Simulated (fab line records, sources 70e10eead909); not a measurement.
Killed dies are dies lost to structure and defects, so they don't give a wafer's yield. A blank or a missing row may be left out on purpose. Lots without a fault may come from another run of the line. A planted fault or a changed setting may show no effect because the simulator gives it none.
A struck lot beside a sound one | flow nand_harc | 15 steps out of a route of 1302
Sound: wafers L818.2, L818.3, L818.5. Struck: wafer L811.1. (L811.2, L811.5 of the same lot were not struck and are left out.) The cause comes at the end.
At each step with rows: each side's tool, then ch and its chambers, then its first start. Under that, the readings that differ: sound wafers | struck wafers | difference of the means | sigmas: that difference in standard deviations of wafers without a fault.
alike: readings whose means differ by less than 2 such deviations, and words and numbers that are the same on both sides. not compared: withheld readings, readings that some wafer has no value for, bounds like >300 that may hide the same value, and numbers for which the record gives no deviation and whose values overlap.
The two part at a step that has a row with sigmas, a row that says differs or no value, or rows on one side only. Numbers that don't overlap but have no deviation are shown without sigmas and don't part them. A reading that every wafer of one side lacks parts them only if that side has two wafers or more.

first, 4 steps without rows for these wafers: NHARC_P_CONTACT_EBR_08; NHARC_P_CONTACT_EXPOSE_09 (exposes mask P CA, target cd 90 nm); NHARC_P_CONTACT_PEB_10 (peb time 65 s); NHARC_P_CONTACT_DEVELOP_11 (develop time 35 s).
NHARC_P_CONTACT_CD_MEAS_12: target cd 90 nm.
  sound on cd_sem-02 ch 0, day 12 01:16; struck on cd_sem-03 ch 0, day 9 11:16
  alike: cd_nm
NHARC_P_CONTACT_OVL_MEAS_13:
  sound on overlay-02, day 12 01:21; struck on overlay-02, day 9 11:21
  alike: overlay_x_nm, overlay_y_nm
NHARC_P_CONTACT_INSPECT_14:
  sound on defect_inspect-01, day 12 01:23; struck on defect_inspect-02, day 9 11:23
  alike: raw_defect_count
NHARC_P_CONTACT_DESCUM_17: chemistry O2, time 3 s.
  sound on rie_diel-08 ch 0,2, day 12 01:28; struck on rie_diel-08 ch 0, day 9 11:27
  alike: drypump_motor_current_A, o2_flow_sccm, oes_product_au, rf_vpp_V, showerhead_plenum_p_Torr, throttle_valve_pct
  not compared: rf_hours_counter_h
NHARC_P_CONTACT_ETCH_35: etches the open film in CF4, target depth 39 nm, time 65 s.
  sound on rie_diel-08 ch 0,2, day 12 01:32; struck on rie_diel-08 ch 3, day 9 11:32
  alike: drypump_motor_current_A, oes_product_au, rf_vpp_V, showerhead_plenum_p_Torr, throttle_valve_pct
  not compared: rf_hours_counter_h
NHARC_P_CONTACT_ETCH_36: etches the open film in N2/H2, target depth 260 nm, time 406.25 s.
  sound on rie_diel-08 ch 0,1,2; struck on rie_diel-08 ch 0
  alike: drypump_motor_current_A, oes_product_au, rf_vpp_V, showerhead_plenum_p_Torr, throttle_valve_pct
  not compared: rf_hours_counter_h
NHARC_P_CONTACT_ETCH_18: etches the open film in C4F8/O2/Ar, target depth 481 nm, time 240.5 s.
  sound on rie_diel-08 ch 1,2; struck on rie_diel-08 ch 2
  reading      | sound       | struck | difference | sigmas
  rf_vpp_V (V) | 970 987 985 | 969    | -12        | -2
  alike: oes_product_au
  not compared: rf_hours_counter_h
then, 1 step without rows for these wafers: NHARC_P_CONTACT_STRIP_37 (strips in C4F8/O2/Ar).
NHARC_P_CONTACT_ETCH_31: etches the open film in CH3F/O2, target depth 30 nm, time 85.7 s.
  sound on rie_diel-08 ch 1,2, day 12 02:11; struck on rie_diel-08 ch 3, day 9 12:11
  reading               | sound             | struck | difference | sigmas
  oes_product_au (a.u.) | 0.981 0.995 0.987 | 0.761  | -0.227     | -17
  rf_vpp_V (V)          | 245.9 242.4 241.9 | 246.8  | +3.4       | +2
  alike: drypump_motor_current_A, o2_flow_sccm, showerhead_plenum_p_Torr, throttle_valve_pct
  not compared: rf_hours_counter_h
NHARC_P_CONTACT_CD_MEAS_19:
  sound on cd_sem-02, day 12 02:19; struck on cd_sem-03, day 9 12:19
  alike: cd_nm
-- the record jumps here: 19 days lie between the struck wafers' starts before and after (it left off in module P_CONTACT and takes up again in module END, whose first step shown is number 1302 of the route) --
NHARC_END_SORT_01:
  the record has rows for the struck wafers here (prober-01 ch 0, day 28 14:25) and none for the sound ones

WHERE THEY PART
First at NHARC_P_CONTACT_ETCH_18; last, within this record, at NHARC_END_SORT_01.

WHY: what the simulator had put in
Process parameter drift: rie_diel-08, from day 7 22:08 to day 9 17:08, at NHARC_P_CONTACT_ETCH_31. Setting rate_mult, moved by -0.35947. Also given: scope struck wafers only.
